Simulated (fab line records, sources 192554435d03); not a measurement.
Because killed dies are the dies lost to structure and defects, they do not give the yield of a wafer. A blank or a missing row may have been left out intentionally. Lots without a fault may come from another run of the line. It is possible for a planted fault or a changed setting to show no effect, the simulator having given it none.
Which tool is to blame? / flow n5-finfet / 11 lots, 33 wafers sampled, at 6 steps of a route of 1938

WHAT THE GAUGES SHOWED, per wafer
The record holds no reading of a measuring or inspecting step that can be judged against a usual standard deviation.

EACH LOT AND THE TOOL THAT RAN IT (in order: tool; ch and the chambers of the sampled wafers; start)
lot=L629; N5_BEOL_M5_SURFACE_TREAT_87=pvd-sputter-03, day 8 09:00; N5_BEOL_M5_SPUTTER_83=pvd-sputter-03, day 8 11:32; N5_BEOL_M5_ECD_50=ecd-cu-01 ch 0, day 8 13:49; N5_BEOL_M5_CMP_52=cmp-02 ch 0,2, day 8 15:27; N5_BEOL_M5_PRE_CLEAN_77=cvd-co-01 ch 0,1,2, day 8 15:45; N5_PASSIVATION_PROBE_49=-
lot=L632; N5_BEOL_M5_SURFACE_TREAT_87=pvd-sputter-03, day 8 22:35; N5_BEOL_M5_SPUTTER_83=pvd-sputter-02, day 9 01:22; N5_BEOL_M5_ECD_50=ecd-cu-02 ch 0,1, day 9 03:40; N5_BEOL_M5_CMP_52=cmp-02 ch 0,1, day 9 04:08; N5_BEOL_M5_PRE_CLEAN_77=cvd-co-01 ch 0,2, day 9 04:26; N5_PASSIVATION_PROBE_49=prober-02, day 13 01:42
lot=L631; N5_BEOL_M5_SURFACE_TREAT_87=pvd-sputter-03, day 9 03:28; N5_BEOL_M5_SPUTTER_83=pvd-sputter-02, day 9 05:56; N5_BEOL_M5_ECD_50=ecd-cu-01 ch 0,1, day 9 08:14; N5_BEOL_M5_CMP_52=cmp-02 ch 0,1,2, day 9 08:37; N5_BEOL_M5_PRE_CLEAN_77=cvd-co-02 ch 0,2, day 9 09:01; N5_PASSIVATION_PROBE_49=-
lot=L633; N5_BEOL_M5_SURFACE_TREAT_87=pvd-sputter-01, day 9 19:25; N5_BEOL_M5_SPUTTER_83=pvd-sputter-02, day 9 21:50; N5_BEOL_M5_ECD_50=ecd-cu-02 ch 0,1, day 10 00:07; N5_BEOL_M5_CMP_52=cmp-03 ch 1,2, day 10 00:31; N5_BEOL_M5_PRE_CLEAN_77=cvd-co-02 ch 0,1, day 10 01:04; N5_PASSIVATION_PROBE_49=prober-01, day 13 19:47
lot=L634; N5_BEOL_M5_SURFACE_TREAT_87=pvd-sputter-01, day 10 10:29; N5_BEOL_M5_SPUTTER_83=pvd-sputter-02, day 10 12:59; N5_BEOL_M5_ECD_50=ecd-cu-02 ch 0,1, day 10 15:16; N5_BEOL_M5_CMP_52=cmp-03 ch 0,1,2, day 10 15:39; N5_BEOL_M5_PRE_CLEAN_77=cvd-co-02 ch 0,2, day 10 15:59; N5_PASSIVATION_PROBE_49=prober-01, day 14 12:19
lot=L638; N5_BEOL_M5_SURFACE_TREAT_87=pvd-sputter-01, day 11 10:46; N5_BEOL_M5_SPUTTER_83=pvd-sputter-02, day 11 13:14; N5_BEOL_M5_ECD_50=ecd-cu-02 ch 0,1, day 11 15:33; N5_BEOL_M5_CMP_52=cmp-02 ch 0,1, day 11 15:58; N5_BEOL_M5_PRE_CLEAN_77=cvd-co-01 ch 0,1,2, day 11 16:15; N5_PASSIVATION_PROBE_49=prober-01, day 15 19:22
lot=L641; N5_BEOL_M5_SURFACE_TREAT_87=pvd-sputter-03, day 11 12:29; N5_BEOL_M5_SPUTTER_83=pvd-sputter-03, day 11 15:01; N5_BEOL_M5_ECD_50=ecd-cu-02 ch 0,1, day 11 17:19; N5_BEOL_M5_CMP_52=cmp-03 ch 1,2, day 11 17:43; N5_BEOL_M5_PRE_CLEAN_77=cvd-co-02 ch 1,2, day 11 18:01; N5_PASSIVATION_PROBE_49=-
lot=L637; N5_BEOL_M5_SURFACE_TREAT_87=pvd-sputter-01, day 11 12:30; N5_BEOL_M5_SPUTTER_83=pvd-sputter-01, day 11 15:09; N5_BEOL_M5_ECD_50=ecd-cu-01 ch 0,1, day 11 17:26; N5_BEOL_M5_CMP_52=cmp-01 ch 0,1, day 11 17:50; N5_BEOL_M5_PRE_CLEAN_77=cvd-co-01 ch 0,2, day 11 18:10; N5_PASSIVATION_PROBE_49=-
lot=L644; N5_BEOL_M5_SURFACE_TREAT_87=pvd-sputter-02, day 13 01:14; N5_BEOL_M5_SPUTTER_83=pvd-sputter-01, day 13 03:40; N5_BEOL_M5_ECD_50=ecd-cu-01 ch 0,1, day 13 05:57; N5_BEOL_M5_CMP_52=cmp-03 ch 0,1,2, day 13 06:22; N5_BEOL_M5_PRE_CLEAN_77=cvd-co-01 ch 0,1,2, day 13 06:40; N5_PASSIVATION_PROBE_49=prober-01, day 17 14:57
lot=L648; N5_BEOL_M5_SURFACE_TREAT_87=pvd-sputter-02, day 13 18:53; N5_BEOL_M5_SPUTTER_83=pvd-sputter-03, day 13 21:17; N5_BEOL_M5_ECD_50=ecd-cu-02 ch 0,1, day 13 23:35; N5_BEOL_M5_CMP_52=cmp-03 ch 0,1,2, day 14 00:05; N5_BEOL_M5_PRE_CLEAN_77=cvd-co-01 ch 1,2, day 14 00:18; N5_PASSIVATION_PROBE_49=prober-01, day 18 02:57
lot=L649; N5_BEOL_M5_SURFACE_TREAT_87=pvd-sputter-02, day 13 21:01; N5_BEOL_M5_SPUTTER_83=pvd-sputter-02, day 13 23:28; N5_BEOL_M5_ECD_50=ecd-cu-02 ch 1, day 14 01:45; N5_BEOL_M5_CMP_52=cmp-02 ch 0,1,3, day 14 02:13; N5_BEOL_M5_PRE_CLEAN_77=cvd-co-02 ch 1,2, day 14 02:28; N5_PASSIVATION_PROBE_49=prober-01, day 17 21:51
- N5_BEOL_M5_SURFACE_TREAT_87
- N5_BEOL_M5_SPUTTER_83: material Cu, target thk 15 nm, time 27.62 s.
- N5_BEOL_M5_ECD_50: material Cu, target thk 300 nm.
- N5_BEOL_M5_CMP_52: polishes, stops on SiCOH lowk, t overpolish 6.9 s, target thk 62 nm.
- N5_BEOL_M5_PRE_CLEAN_77: time 15 s.
- N5_PASSIVATION_PROBE_49

AS READ BY THE TOOLS THEMSELVES (means over the sampled wafers that have a number; for cases with no such wafer, the mark the record gives instead)
N5_BEOL_M5_SPUTTER_83.
lot=L629; tool=pvd-sputter-03; chuck-gas-flow-sccm (sccm)=1.24; throttle-valve-pct (%)=30.6
lot=L632; tool=pvd-sputter-02; chuck-gas-flow-sccm (sccm)=1.33; throttle-valve-pct (%)=29.7
lot=L631; tool=pvd-sputter-02; chuck-gas-flow-sccm (sccm)=1.31; throttle-valve-pct (%)=29.9
lot=L633; tool=pvd-sputter-02; chuck-gas-flow-sccm (sccm)=1.19; throttle-valve-pct (%)=29.3
lot=L634; tool=pvd-sputter-02; chuck-gas-flow-sccm (sccm)=1.28; throttle-valve-pct (%)=29.7
lot=L638; tool=pvd-sputter-02; chuck-gas-flow-sccm (sccm)=1.26; throttle-valve-pct (%)=29.4
lot=L641; tool=pvd-sputter-03; chuck-gas-flow-sccm (sccm)=1.21; throttle-valve-pct (%)=29.2
lot=L637; tool=pvd-sputter-01; chuck-gas-flow-sccm (sccm)=1.23; throttle-valve-pct (%)=31.2
lot=L644; tool=pvd-sputter-01; chuck-gas-flow-sccm (sccm)=1.23; throttle-valve-pct (%)=30.4
lot=L648; tool=pvd-sputter-03; chuck-gas-flow-sccm (sccm)=1.27; throttle-valve-pct (%)=28.9
lot=L649; tool=pvd-sputter-02; chuck-gas-flow-sccm (sccm)=1.26; throttle-valve-pct (%)=29.9

N5_BEOL_M5_CMP_52.
lot=L629; tool=cmp-02; motor-current-A (A)=5.7; time-to-endpoint-s (s)=58.6
lot=L632; tool=cmp-02; motor-current-A (A)=5.8; time-to-endpoint-s (s)=60.9
lot=L631; tool=cmp-02; motor-current-A (A)=5.9; time-to-endpoint-s (s)=65.0
lot=L633; tool=cmp-03; motor-current-A (A)=6.2; time-to-endpoint-s (s)=65.7
lot=L634; tool=cmp-03; motor-current-A (A)=6.2; time-to-endpoint-s (s)=62.9
lot=L638; tool=cmp-02; motor-current-A (A)=6.0; time-to-endpoint-s (s)=64.6
lot=L641; tool=cmp-03; motor-current-A (A)=6.4; time-to-endpoint-s (s)=63.9
lot=L637; tool=cmp-01; motor-current-A (A)=5.5; time-to-endpoint-s (s)=64.1
lot=L644; tool=cmp-03; motor-current-A (A)=6.2; time-to-endpoint-s (s)=61.9
lot=L648; tool=cmp-03; motor-current-A (A)=6.2; time-to-endpoint-s (s)=45.9
lot=L649; tool=cmp-02; motor-current-A (A)=5.9; time-to-endpoint-s (s)=46.3

N5_BEOL_M5_PRE_CLEAN_77.
lot=L629; tool=cvd-co-01; heater-power-outer-w (W)=30; heater-power-w (W)=102
lot=L632; tool=cvd-co-01; heater-power-outer-w (W)=35; heater-power-w (W)=106
lot=L631; tool=cvd-co-02; heater-power-outer-w (W)=29; heater-power-w (W)=95
lot=L633; tool=cvd-co-02; heater-power-outer-w (W)=17; heater-power-w (W)=77
lot=L634; tool=cvd-co-02; heater-power-outer-w (W)=29; heater-power-w (W)=94
lot=L638; tool=cvd-co-01; heater-power-outer-w (W)=30; heater-power-w (W)=102
lot=L641; tool=cvd-co-02; heater-power-outer-w (W)=19; heater-power-w (W)=78
lot=L637; tool=cvd-co-01; heater-power-outer-w (W)=25; heater-power-w (W)=96
lot=L644; tool=cvd-co-01; heater-power-outer-w (W)=29; heater-power-w (W)=103
lot=L648; tool=cvd-co-01; heater-power-outer-w (W)=25; heater-power-w (W)=97
lot=L649; tool=cvd-co-02; heater-power-outer-w (W)=25; heater-power-w (W)=89

N5_PASSIVATION_PROBE_49.
lot=L632; tool=prober-02; defect-limited-yield (%)=93.1; killed_at_M0_to_M3=27; killed_at_M4_up=10; killed-at-contacts=8; killed-at-front-end=34; killed-at-other=2.7; killed-dies=81; killed-open=51; killed-short=29; sort_bin_5_function (%)=4.1; sort_bin_6_memory (%)=2.5; sort-n-pass=1099; sort-yield-pct (%)=93.1
lot=L633; tool=prober-01; defect-limited-yield (%)=91.9; killed_at_M0_to_M3=29; killed_at_M4_up=10; killed-at-contacts=6; killed-at-front-end=47; killed-at-other=3.7; killed-dies=95; killed-open=59; killed-short=34; sort_bin_5_function (%)=4.6; sort_bin_6_memory (%)=3.0; sort-n-pass=1085; sort-yield-pct (%)=91.9
lot=L634; tool=prober-01; defect-limited-yield (%)=91.5; killed_at_M0_to_M3=35; killed_at_M4_up=15; killed-at-contacts=12; killed-at-front-end=37; killed-at-other=2.3; killed-dies=101; killed-open=62; killed-short=37; sort_bin_5_function (%)=5.1; sort_bin_6_memory (%)=3.2; sort-n-pass=1079; sort-yield-pct (%)=91.5
lot=L638; tool=prober-01; defect-limited-yield (%)=90.3; killed_at_M0_to_M3=37; killed_at_M4_up=20; killed-at-contacts=14; killed-at-front-end=41; killed-at-other=3.3; killed-dies=115; killed-open=80; killed-short=34; sort_bin_5_function (%)=5.6; sort_bin_6_memory (%)=3.9; sort-n-pass=1065; sort-yield-pct (%)=90.3
lot=L644; tool=prober-01; defect-limited-yield (%)=92.4; killed_at_M0_to_M3=27; killed_at_M4_up=16; killed-at-contacts=7; killed-at-front-end=36; killed-at-other=2.7; killed-dies=89; killed-open=56; killed-short=31; sort_bin_5_function (%)=4.6; sort_bin_6_memory (%)=2.8; sort-n-pass=1091; sort-yield-pct (%)=92.4
lot=L648; tool=prober-01; defect-limited-yield (%)=92.4; killed_at_M0_to_M3=30; killed_at_M4_up=13; killed-at-contacts=13; killed-at-front-end=31; killed-at-other=3.3; killed-dies=90; killed-open=62; killed-short=28; sort_bin_5_function (%)=4.6; sort_bin_6_memory (%)=2.7; sort-n-pass=1090; sort-yield-pct (%)=92.4
lot=L649; tool=prober-01; defect-limited-yield (%)=92.9; killed_at_M0_to_M3=32; killed_at_M4_up=9; killed-at-contacts=11; killed-at-front-end=26; killed-at-other=7.3; killed-dies=84; killed-open=46; killed-short=38; sort_bin_5_function (%)=4.2; sort_bin_6_memory (%)=2.5; sort-n-pass=1096; sort-yield-pct (%)=92.9

THE ANSWER, worked out from the rows above alone
Rule: the lots themselves supply what counts as usual. The widest of any qualifying gaps counts: lots, ordered by their means at a reading, are off when they make up no more than a third of the lots, leave a main group of 4 or more, and stand apart from it by 3 or more times the standard deviation of that group's means. Not used: any main group whose means are identical at the precision the tables above print for the reading. A lot without any number at a reading at which 4 lots or more have one is off too. All remaining lots with rows at the step are treated as sound. First the gauges in route order, then the tools' own readings, where a lot's mean is used as printed above. The first step at which some lot is off is used, and at that step the reading that is off furthest; a lot without a number counts as furthest.
Off: L648, L649, at N5_BEOL_M5_CMP_52 (time-to-endpoint-s). The main group has a mean of 63.1 s with a standard deviation of 2.1.
A tool fits if, at that step or a process step before it, it ran every lot that is off, and no sound lot after the first of them. This does not decide it: 2 tools fit, namely pvd-sputter-02 at N5_BEOL_M5_SURFACE_TREAT_87 and ecd-cu-02 at N5_BEOL_M5_ECD_50.

WHAT THE SIMULATOR HAD INSERTED
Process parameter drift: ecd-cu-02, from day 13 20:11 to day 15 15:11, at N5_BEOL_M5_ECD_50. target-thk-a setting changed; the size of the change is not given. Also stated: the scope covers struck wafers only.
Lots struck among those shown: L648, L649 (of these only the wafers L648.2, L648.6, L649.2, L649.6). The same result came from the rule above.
